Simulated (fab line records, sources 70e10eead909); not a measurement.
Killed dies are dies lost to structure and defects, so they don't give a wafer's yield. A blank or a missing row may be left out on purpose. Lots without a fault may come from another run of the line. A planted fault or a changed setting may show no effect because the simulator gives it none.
Tool commonality check | flow nand_harc | 13 lots, 39 wafers sampled

WHY IT WAS OPENED
At NHARC_END_SORT_01 the reading killed_at_periphery is flagged on 3 of 13 lots. Wafers without a fault read 3.1, standard deviation 2.2.
Rule: a lot is flagged when every wafer of it that has a number lies more than 4 standard deviations from that mean, or none has a number. The other lots count as sound.

lot  | measured     | on        | killed_at_periphery, wafer by wafer | flag
L435 | day 19 19:25 | prober-01 | 4 4 6                               |
L437 | day 20 03:09 | prober-02 | 1 4 3                               |
L439 | day 20 10:55 | prober-01 | 4 4 3                               |
L438 | day 20 11:52 | prober-02 | 0 1 2                               |
L441 | day 21 08:29 | prober-01 | 5 3 2                               |
L443 | day 21 20:15 | prober-02 | 2 1 0                               |
L444 | day 22 02:26 | prober-02 | 2 1 2                               |
L452 | day 24 18:03 | prober-02 | 27 29 28                            | FLAGGED
L454 | day 25 01:49 | prober-02 | 20 28 23                            | FLAGGED
L456 | day 25 01:59 | prober-01 | 7 10 6                              |
L455 | day 25 10:22 | prober-02 | 9 7 3                               |
L453 | day 25 10:31 | prober-01 | 32 23 30                            | FLAGGED
L457 | day 25 18:10 | prober-02 | 2 1 2                               |
The numbers of the flagged lots are 26.7 on average: +23.6 against the usual, or +11 standard deviations.

WHICH TOOL RAN EACH LOT
The record holds 2 process steps before the reading, out of a route of 1159 steps. In each cell: the tool, then ch and the chambers that the sampled wafers went through, then the start.
lot  | flag    | NHARC_P_M2_ANNEAL_31             | NHARC_P_BONDPAD_CMP_32
L435 |         | rtp_anneal-02 ch 0, day 6 22:20  | cmp-04 ch 0,1,2, day 7 00:05
L437 |         | rtp_anneal-01 ch 0, day 7 01:12  | cmp-04 ch 1,2,3, day 7 02:59
L439 |         | rtp_anneal-02 ch 0, day 7 08:13  | cmp-01 ch 0,1, day 7 10:02
L438 |         | rtp_anneal-02 ch 0, day 7 07:25  | cmp-04 ch 0,1,3, day 7 09:13
L441 |         | rtp_anneal-02 ch 0, day 8 06:11  | cmp-03 ch 0,1,2, day 8 08:09
L443 |         | rtp_anneal-01 ch 0, day 8 10:47  | cmp-03 ch 0,2, day 8 12:40
L444 |         | rtp_anneal-02 ch 0, day 8 17:19  | cmp-03 ch 0,1,3, day 8 19:10
L452 | FLAGGED | rtp_anneal-02, day 10 16:58      | cmp-01 ch 0,1, day 10 19:01
L454 | FLAGGED | rtp_anneal-01, day 11 08:15      | cmp-03 ch 1,3, day 11 10:04
L456 |         | rtp_anneal-01 ch 0, day 11 15:24 | cmp-04 ch 0,3, day 11 17:31
L455 |         | rtp_anneal-02 ch 0, day 11 15:20 | cmp-01 ch 1,3, day 11 17:14
L453 | FLAGGED | rtp_anneal-01, day 10 23:07      | cmp-04 ch 0,2, day 11 00:51
L457 |         | rtp_anneal-02 ch 0, day 11 19:22 | cmp-03 ch 1,2,3, day 11 21:07
What these steps do:
- NHARC_P_M2_ANNEAL_31: time 90 s.
- NHARC_P_BONDPAD_CMP_32: polishes SiCN, target thk 200 nm.
- NHARC_END_SORT_01

FLAGGED OVER TOTAL, TOOL BY TOOL (the gauges that took the reading come last)
step                   | tool          | lots run | flagged | share of the flagged lots | sound lots run after its first flagged lot
NHARC_P_M2_ANNEAL_31   | rtp_anneal-01 | 5        | 2       | some                      | 1 (L456)
NHARC_P_M2_ANNEAL_31   | rtp_anneal-02 | 8        | 1       | some                      | 2 (L455,L457)
NHARC_P_BONDPAD_CMP_32 | cmp-01        | 3        | 1       | some                      | 1 (L455)
NHARC_P_BONDPAD_CMP_32 | cmp-03        | 5        | 1       | some                      | 1 (L457)
NHARC_P_BONDPAD_CMP_32 | cmp-04        | 5        | 1       | some                      | 1 (L456)
NHARC_END_SORT_01      | prober-01     | 5        | 1       | some                      | 0
NHARC_END_SORT_01      | prober-02     | 8        | 2       | some                      | 2 (L455,L457)

WHAT THE TABLE ALLOWS
No row of the table ran every flagged lot.

WHAT THE SIMULATOR HAD PUT IN
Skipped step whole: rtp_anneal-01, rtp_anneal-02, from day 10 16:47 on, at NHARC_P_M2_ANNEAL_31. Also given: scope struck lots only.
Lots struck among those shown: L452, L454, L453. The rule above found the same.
